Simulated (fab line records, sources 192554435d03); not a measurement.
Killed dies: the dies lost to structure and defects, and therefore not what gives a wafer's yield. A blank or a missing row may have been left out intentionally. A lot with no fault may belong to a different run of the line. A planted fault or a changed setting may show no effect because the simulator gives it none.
fab line records ; flow n5_finfet ; part 2 of 2: steps 6 to 6 of 6
record lots=9; wafers=27; last_day=17
route steps=1938 shown WELL_APT@28 PMOS_HMC_CHANNEL_EPI@73 BEOL_M4@1111 PASSIVATION@1936
lots that met no fault: from a run of the same line without faults
start_h: hours from the record's opening day to when the first of the lot's shown wafers began ; wait_h: hours from the lot's prior step to this one ; " as in the row above ; L1.1+2: several wafers, shown together as one row ; - no value, or no start given ; * or withheld: withheld ; < > ~ a bound
route shown NAME@n: a module of which the file shows steps, and the number in the route of the first ; usual: average and standard deviation across the fault-free wafers ; same: alike in all rows ; chamber/n: place in a boat ; sites: each site's reading ; _std_site: how widely they spread, as a standard deviation ; _edge_site: the outer-site mean with the inner-site mean subtracted ; radius_mm: for every site, how far away it sits from the centre of the wafer ; mask NAME#n: copy n ; behind: the last tool/chamber to shape the wafer ; hold: why the lot went on hold/how many hours it stayed there/how the hold came to an end ; device: which transistor (n, p or np) failed to switch ; end of line: at the end of the route, the tests of the same wafers ; a step with no rows: only its recipe ; killed: dies that structure and defects cost at the first sort, which is not the same as the wafer's yield ; map: shows each die of a wafer: x if killed, . if not, _ if none is there
set.NAME: the setting as run; set.NAME@STEP: as run at that earlier step ; model.NAME: the simulator's own value behind a step, which no gauge read
route steps across a sampled set of lots; one table per step, one row per wafer
services: a tool's chamber out of use, with start hour (start_h, from the record's first day; less than 0 if before it), hours out, and reason
## steps
# step N5_PASSIVATION_PROBE_49
# usual defect_limited_yield=91.3/1.5; killed_at_M0_to_M3=35/10; killed_at_M4_up=12/4.6; killed_at_contacts=13/6.6; killed_at_front_end=39/11; killed_at_other=4/3.4; killed_dies=103/17; killed_open=67/13; killed_short=35/8.2; sort_bin_4_leakage=0/0; sort_bin_5_function=5.1/0.94; sort_bin_6_memory=3.2/0.7; sort_bin_8_speed=0.00/0.03; sort_n_pass=1077/17; sort_yield_pct=91.3/1.5
# same gross_dies=1180; killed_at_back_side=0
lot.wafer;tool;chamber;start_h;wait_h;defect_limited_yield[%];killed_at_M0_to_M3;killed_at_M4_up;killed_at_contacts;killed_at_front_end;killed_at_other;killed_dies;killed_open;killed_short;sort_bin_4_leakage[%];sort_bin_5_function[%];sort_bin_6_memory[%];sort_bin_8_speed[%];sort_n_pass;sort_yield_pct[%]
L290.2;prober-01;-;281.68;0.1;93.4;24;15;6;33;0;78;45;33;0;3.2;3.0;0;1102;93.4
L290.3;prober-01;-;281.73;0.1;91.0;36;14;21;33;2;106;68;37;0;5.3;3.2;0;1074;91.0
L290.4;prober-01;-;281.78;0.2;93.1;34;5;5;35;2;81;59;20;0;4.3;2.3;0;1099;93.1
L293.3;prober-01;-;296.90;0.1;91.8;36;16;6;38;1;97;62;34;0;4.3;3.4;0;1083;91.8
L293.4;prober-01;-;296.95;0.2;91.8;36;14;7;38;2;97;55;42;0;4.3;3.5;0;1083;91.8
L293.5;prober-01;-;297.00;0.2;90.8;33;22;12;38;4;109;70;38;0;5.8;3.1;0;1071;90.8
L292.1;prober-02;-;300.28;0.0;90.1;47;10;7;48;5;117;73;42;0;5.8;3.7;0;1063;90.1
L292.2;prober-02;-;300.33;0.1;92.7;24;8;13;39;2;86;55;31;0;4.1;3.1;0;1094;92.7
L292.3;prober-02;-;300.38;0.1;89.9;52;12;14;41;0;119;84;34;0;5.8;4.2;0;1061;89.9
L294.2;prober-01;-;303.20;0.1;91.2;30;13;14;44;3;104;63;36;0;4.1;3.5;0;1076;91.2
L294.3;prober-01;-;303.25;0.1;89.9;41;12;11;49;6;119;69;50;0;6.1;3.4;0;1061;89.9
L294.6;prober-01;-;303.40;0.3;92.7;34;19;11;22;0;86;56;30;0;3.8;3.0;0;1094;92.7
L300.1;prober-01;-;337.50;0.0;89.5;34;9;13;65;3;124;69;53;0;6.2;3.6;89.07;5;0.4
L300.2;prober-01;-;337.55;0.1;89.8;37;9;13;53;8;120;85;33;89.83;5.3;4.7;0;0;0
L300.4;prober-01;-;337.65;0.2;86.2;45;13;8;94;3;163;115;44;79.92;7.8;5.3;6.19;1;0.1
L303.1;prober-02;-;352.70;0.0;92.6;30;11;18;16;12;87;50;37;29.58;4.7;2.4;55.59;88;7.5
L303.2;prober-02;-;352.75;0.1;91.1;32;10;25;25;13;105;65;40;0;5.3;3.1;90.34;9;0.8
L303.6;prober-02;-;352.95;0.3;91.4;33;8;24;21;15;101;67;34;91.44;4.8;3.4;0;0;0
L306.1;prober-01;-;383.95;0.0;92.6;37;13;2;35;0;87;54;32;0;4.5;2.5;0;1093;92.6
L306.2;prober-01;-;384.00;0.1;93.6;28;18;6;19;5;76;50;25;0;3.9;2.1;0;1104;93.6
L306.5;prober-01;-;384.15;0.2;90.5;33;12;26;39;2;112;72;36;0;5.4;3.5;0;1068;90.5
L308.1;prober-02;-;393.75;0.0;90.2;55;16;9;36;0;116;76;40;0;5.7;3.8;0;1064;90.2
L308.4;prober-02;-;393.90;0.2;91.8;44;19;16;18;0;97;73;24;0;4.9;2.6;0;1083;91.8
L308.5;prober-02;-;393.95;0.2;90.6;56;9;17;27;2;111;73;37;0;5.1;4.2;0;1069;90.6
L310.3;prober-02;-;397.45;0.1;91.4;36;20;9;30;6;101;65;33;0;5.2;3.1;0;1079;91.4
L310.5;prober-02;-;397.55;0.2;90.8;36;14;14;42;3;109;65;44;0;5.5;3.4;0;1071;90.8
L310.6;prober-02;-;397.60;0.3;88.9;38;15;22;43;13;131;85;43;0;6.9;3.9;0;1049;88.9
# killed by level:class
L290.2 BEOL_M2:geometric_particle:open=11 BEOL_M0_SAQP:geometric_particle:short=9 DUMMY_GATE:geometric_particle:open=7 FIN_SAQP:geometric_particle:short=5 GATE_CUT:geometric_particle:short=5 BEOL_M4:geometric_particle:open=5 BEOL_M5:geometric_particle:open=5 STI_FIN_REVEAL:geometric_particle:open=4
L290.3 MOL_CONTACT_COAG:geometric_particle:open=14 STI_FIN_REVEAL:geometric_particle:open=11 BEOL_M0_SAQP:geometric_particle:short=11 BEOL_M0_SAQP:geometric_particle:open=9 BEOL_M4:geometric_particle:open=8 MOL_CONTACT_COAG:geometric_particle:short=7 BEOL_M1:geometric_particle:open=6 BEOL_M3:geometric_particle:open=4
L290.4 STI_FIN_REVEAL:geometric_particle:open=13 BEOL_M0_SAQP:geometric_particle:short=7 BEOL_M0_SAQP:geometric_particle:open=6 BEOL_M3:geometric_particle:open=6 FIN_SAQP:geometric_particle:open=5 MOL_CONTACT_COAG:geometric_particle:open=5 BEOL_M1:geometric_particle:open=4 BEOL_M2:geometric_particle:open=4
L293.3 FIN_SAQP:geometric_particle:open=11 BEOL_M0_SAQP:geometric_particle:open=9 BEOL_M4:geometric_particle:open=7 ILD0:geometric_particle:short=6 BEOL_M1:geometric_particle:open=6 DUMMY_GATE:geometric_particle:open=5 BEOL_M0_SAQP:geometric_particle:short=5 BEOL_M3:geometric_particle:short=5
L293.4 FIN_SAQP:geometric_particle:short=9 BEOL_M0_SAQP:geometric_particle:open=8 FIN_SAQP:geometric_particle:open=7 MOL_CONTACT_COAG:geometric_particle:open=6 BEOL_M1:geometric_particle:open=6 BEOL_M4:geometric_particle:open=6 BEOL_M2:geometric_particle:open=5 BEOL_M2:geometric_particle:short=5
L293.5 FIN_SAQP:geometric_particle:short=11 MOL_CONTACT_COAG:geometric_particle:open=11 STI_FIN_REVEAL:geometric_particle:open=9 BEOL_M3:geometric_particle:open=9 BEOL_M6:geometric_particle:open=9 BEOL_M0_SAQP:geometric_particle:short=6 ILD0:geometric_particle:short=4 BEOL_M0_SAQP:geometric_particle:open=4
L292.1 BEOL_M1:geometric_particle:open=11 BEOL_M2:geometric_particle:open=11 FIN_SAQP:geometric_particle:short=10 FIN_SAQP:geometric_particle:open=8 STI_FIN_REVEAL:geometric_particle:open=8 BEOL_M0_SAQP:geometric_particle:short=8 MOL_CONTACT_COAG:geometric_particle:open=7 GATE_CUT:geometric_particle:short=6
L292.2 MOL_CONTACT_COAG:geometric_particle:open=11 FIN_SAQP:geometric_particle:short=8 BEOL_M1:geometric_particle:open=8 FIN_SAQP:geometric_particle:open=6 DUMMY_GATE:geometric_particle:open=6 GATE_CUT:geometric_particle:short=4 BEOL_M0_SAQP:geometric_particle:short=4 STARTING-WAFER:geometric_particle:open=4
L292.3 FIN_SAQP:geometric_particle:open=17 BEOL_M1:geometric_particle:open=17 STI_FIN_REVEAL:geometric_particle:open=10 MOL_CONTACT_COAG:geometric_particle:open=10 BEOL_M0_SAQP:geometric_particle:short=8 BEOL_M0_SAQP:geometric_particle:open=7 BEOL_M2:geometric_particle:open=7 BEOL_M0:geometric_particle:open=6
L294.2 MOL_CONTACT_COAG:geometric_particle:open=13 FIN_SAQP:geometric_particle:short=9 BEOL_M4:geometric_particle:open=7 BEOL_M0_SAQP:geometric_particle:open=6 BEOL_M1:geometric_particle:open=5 BEOL_M3:geometric_particle:short=5 SPACER0:geometric_particle:open=4 GATE_CUT:geometric_particle:short=4
L294.3 FIN_SAQP:geometric_particle:short=14 FIN_SAQP:geometric_particle:open=9 MOL_CONTACT_COAG:geometric_particle:open=9 STI_FIN_REVEAL:geometric_particle:open=7 BEOL_M0_SAQP:geometric_particle:open=7 BEOL_M0_SAQP:geometric_particle:short=7 BEOL_M3:geometric_particle:open=6 BEOL_M4:geometric_particle:open=5
L294.6 BEOL_M7:geometric_particle:open=9 MOL_CONTACT_COAG:geometric_particle:open=8 FIN_SAQP:geometric_particle:short=6 BEOL_M2:geometric_particle:open=6 BEOL_M0:geometric_particle:open=5 BEOL_M1:geometric_particle:open=5 STI_FIN_REVEAL:geometric_particle:open=4 BEOL_M0_SAQP:geometric_particle:short=4
L300.1 FIN_SAQP:geometric_particle:short=19 STI_FIN_REVEAL:geometric_particle:open=15 MOL_CONTACT_COAG:geometric_particle:open=11 BEOL_M3:geometric_particle:open=9 FIN_SAQP:geometric_particle:open=6 BEOL_M0_SAQP:geometric_particle:short=6 GATE_CUT:geometric_particle:short=6 STARTING-WAFER:geometric_particle:open=5
L300.2 STI_FIN_REVEAL:geometric_particle:open=11 MOL_CONTACT_COAG:geometric_particle:open=11 BEOL_M3:geometric_particle:open=11 FIN_SAQP:geometric_particle:open=9 DUMMY_GATE:geometric_particle:open=8 FIN_SAQP:geometric_particle:short=7 BEOL_M1:geometric_particle:open=5 BEOL_M0_SAQP:geometric_particle:open=5
L300.4 STI_FIN_REVEAL:geometric_particle:open=37 FIN_SAQP:geometric_particle:open=24 STI_FIN_REVEAL:geometric_particle:short=14 BEOL_M3:geometric_particle:open=10 BEOL_M0_SAQP:geometric_particle:short=9 BEOL_M0_SAQP:geometric_particle:open=8 MOL_CONTACT_COAG:geometric_particle:open=6 BEOL_M1:geometric_particle:short=5
L303.1 MOL_CONTACT_COAG:geometric_particle:open=13 BEOL_M0:geometric_particle:open=7 BEOL_M0:geometric_particle:short=5 MOL_CONTACT_COAG:geometric_particle:short=5 BEOL_M0_SAQP:geometric_particle:short=5 BEOL_M2:geometric_particle:open=4 MIM_TOP:geometric_particle:short=4 GATE_CUT:geometric_particle:short=3
L303.2 MOL_CONTACT_COAG:geometric_particle:open=17 BEOL_M3:geometric_particle:open=12 FIN_SAQP:geometric_particle:open=8 FIN_SAQP:geometric_particle:short=8 MOL_CONTACT_COAG:geometric_particle:short=8 BEOL_M2:geometric_particle:open=8 GATE_CUT:geometric_particle:short=4 PASS1_CAP:geometric_particle:short=4
L303.6 MOL_CONTACT_COAG:geometric_particle:open=19 BEOL_M3:geometric_particle:open=10 MOL_CONTACT_COAG:geometric_particle:short=5 BEOL_M0_SAQP:geometric_particle:open=5 PASS1_CAP:geometric_particle:short=5 GATE_CUT:geometric_particle:open=4 BEOL_M3:geometric_particle:short=4 MIM_TOP_ETCH:geometric_particle:open=4
L306.1 STI_FIN_REVEAL:geometric_particle:open=11 BEOL_M4:geometric_particle:open=8 BEOL_M0_SAQP:geometric_particle:short=8 BEOL_M0_SAQP:geometric_particle:open=7 BEOL_M3:geometric_particle:open=7 BEOL_M3:geometric_particle:short=7 DUMMY_GATE:geometric_particle:open=4 BEOL_M1:geometric_particle:open=4
L306.2 BEOL_M4:geometric_particle:open=8 STI_FIN_REVEAL:geometric_particle:open=5 BEOL_M0_SAQP:geometric_particle:short=5 BEOL_M0_SAQP:geometric_particle:open=5 BEOL_M0:geometric_particle:open=5 BEOL_M5:geometric_particle:open=5 FIN_SAQP:geometric_particle:open=4 MOL_CONTACT_COAG:geometric_particle:open=4
L306.5 MOL_CONTACT_COAG:geometric_particle:open=22 BEOL_M0_SAQP:geometric_particle:short=12 DUMMY_GATE:geometric_particle:open=8 STI_FIN_REVEAL:geometric_particle:open=7 BEOL_M1:geometric_particle:open=7 ILD0:geometric_particle:open=4 MOL_CONTACT_COAG:geometric_particle:short=4 BEOL_M0_SAQP:geometric_particle:open=4
L308.1 BEOL_M0_SAQP:geometric_particle:open=14 BEOL_M0_SAQP:geometric_particle:short=13 BEOL_M1:geometric_particle:open=10 BEOL_M3:geometric_particle:open=9 FIN_SAQP:geometric_particle:open=8 FIN_SAQP:geometric_particle:short=7 BEOL_M4:geometric_particle:open=7 MOL_CONTACT_COAG:geometric_particle:open=6
L308.4 BEOL_M0_SAQP:geometric_particle:open=12 BEOL_M3:geometric_particle:open=12 MOL_CONTACT_COAG:geometric_particle:open=11 BEOL_M4:geometric_particle:open=10 BEOL_M1:geometric_particle:open=8 MOL_CONTACT_COAG:geometric_particle:short=5 BEOL_M0_SAQP:geometric_particle:short=5 DUMMY_GATE:geometric_particle:open=4
L308.5 BEOL_M3:geometric_particle:open=19 MOL_CONTACT_COAG:geometric_particle:open=14 BEOL_M0_SAQP:geometric_particle:short=9 BEOL_M1:geometric_particle:open=8 FIN_SAQP:geometric_particle:open=6 BEOL_M2:geometric_particle:open=6 BEOL_M0_SAQP:geometric_particle:open=5 DUMMY_GATE:geometric_particle:open=3
L310.3 BEOL_M2:geometric_particle:open=15 GATE_CUT:geometric_particle:short=7 MOL_CONTACT_COAG:geometric_particle:open=7 FIN_SAQP:geometric_particle:open=6 DUMMY_GATE:geometric_particle:open=6 BEOL_M0_SAQP:geometric_particle:open=6 BEOL_M0_SAQP:geometric_particle:short=5 BEOL_M8:geometric_particle:open=5
L310.5 GATE_CUT:geometric_particle:short=12 BEOL_M4:geometric_particle:open=12 MOL_CONTACT_COAG:geometric_particle:open=9 BEOL_M0_SAQP:geometric_particle:short=9 DUMMY_GATE:geometric_particle:open=7 BEOL_M0_SAQP:geometric_particle:open=6 BEOL_M2:geometric_particle:open=6 MOL_CONTACT_COAG:geometric_particle:short=5
L310.6 MOL_CONTACT_COAG:geometric_particle:open=15 FIN_SAQP:geometric_particle:open=12 BEOL_M0_SAQP:geometric_particle:open=11 GATE_CUT:geometric_particle:short=8 BEOL_M0_SAQP:geometric_particle:short=8 MOL_CONTACT_COAG:geometric_particle:short=7 BEOL_M1:geometric_particle:open=7 DUMMY_GATE:geometric_particle:open=6
## services
tool;chamber;start_h;hours;kind
rie_diel-05;2;16.26;-;clean
rie_diel-05;2;16.26;-;consumable_replace:focus_ring
rie_diel-05;2;16.26;-;consumable_replace:showerhead
rie_diel-05;2;16.26;24.8;scheduled_down
rie_diel-05;2;16.26;24.8;vent_cycle
epi_rpcvd-03;-;24.05;8.1;pm
epi_rpcvd-04;-;35.98;1.0;repair
epi_rpcvd-03;-;38.29;1.8;repair
rie_si-02;-;48.12;0.4;repair
rie_diel-05;1;50.04;5.8;repair
rie_diel-05;1;55.90;-;clean
rie_diel-05;2;56.85;6.6;repair
rie_diel-04;3;62.88;3.4;repair
rie_diel-04;2;65.04;4.3;repair
rie_si-05;-;70.65;2.8;pm
rie_diel-05;3;70.68;31.9;repair
rie_si-02;0;71.12;14.7;repair
rie_si-04;-;83.20;0.1;repair
rie_si-05;2;94.66;5.2;repair
rie_diel-06;3;149.23;-;clean
rie_diel-06;3;149.23;-;consumable_replace:focus_ring
rie_diel-06;3;149.23;-;consumable_replace:showerhead
rie_diel-06;3;149.23;23.9;scheduled_down
rie_diel-06;3;149.23;23.9;vent_cycle
## key
first_sign step=N5_WELL_APT_EPI_41; reading=run_length_s; direction=down; sigmas=51; usual=*; struck=*
effect step=N5_BEOL_M4_RC_MEAS_101; reading=CJ_P; direction=down; sigmas=25; usual=5.78; struck=1.30
effect step=N5_BEOL_M4_RC_MEAS_101; reading=RS_PWELL; direction=up; sigmas=16; usual=3015; struck=3356
effect step=N5_BEOL_M4_RC_MEAS_101; reading=IOFF_P; direction=up; sigmas=15; usual=0.21; struck=0.76
effect step=N5_BEOL_M4_RC_MEAS_101; reading=SS_P; direction=up; sigmas=14; usual=73.4; struck=82.0
effect step=N5_BEOL_M4_RC_MEAS_101; reading=IOFF_P_85C; direction=up; sigmas=13; usual=3.6; struck=10.5
effect step=N5_BEOL_M4_RC_MEAS_101; reading=RS_NWELL; direction=up; sigmas=11; usual=1039; struck=1107
effect step=N5_BEOL_M4_RC_MEAS_101; reading=VT_N_LONG; direction=up; sigmas=10; usual=274.6; struck=293.8
effect step=N5_BEOL_M4_RC_MEAS_101; reading=CJ_N; direction=up; sigmas=9.2; usual=4.33; struck=5.16
effect step=N5_BEOL_M4_RC_MEAS_101; reading=ION_N; direction=down; sigmas=6.5; usual=675; struck=599
effect step=N5_BEOL_M4_RC_MEAS_101; reading=IOFF_N_LONG; direction=down; sigmas=5.3; usual=5.56e-05; struck=4.25e-05
effect step=N5_BEOL_M4_RC_MEAS_101; reading=DIBL_P; direction=up; sigmas=5.2; usual=36.6; struck=46.7
effect step=N5_BEOL_M4_RC_MEAS_101; reading=VT_N; direction=up; sigmas=4.5; usual=249; struck=264
effect step=N5_PASSIVATION_PROBE_49; reading=sort_bin_4_leakage; direction=up; sigmas=99+; usual=0; struck=48.46; wafers_moved=4
met_at N5_WELL_APT_EPI_41
struck_lots L300,L303
not_acting_at N5_WELL_APT_CD_MEAS_08,N5_WELL_APT_DESCUM_30,N5_PMOS_HMC_CHANNEL_EPI_ETCH_38
onset_between 52.61 88.44
fault kind=process_parameter_drift; tool=epi_rpcvd-03; chamber=-; onset_h=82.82; steps=N5_WELL_APT_EPI_41; channel=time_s; offset=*; shape=step; end_h=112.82; acts_in=*; stated=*
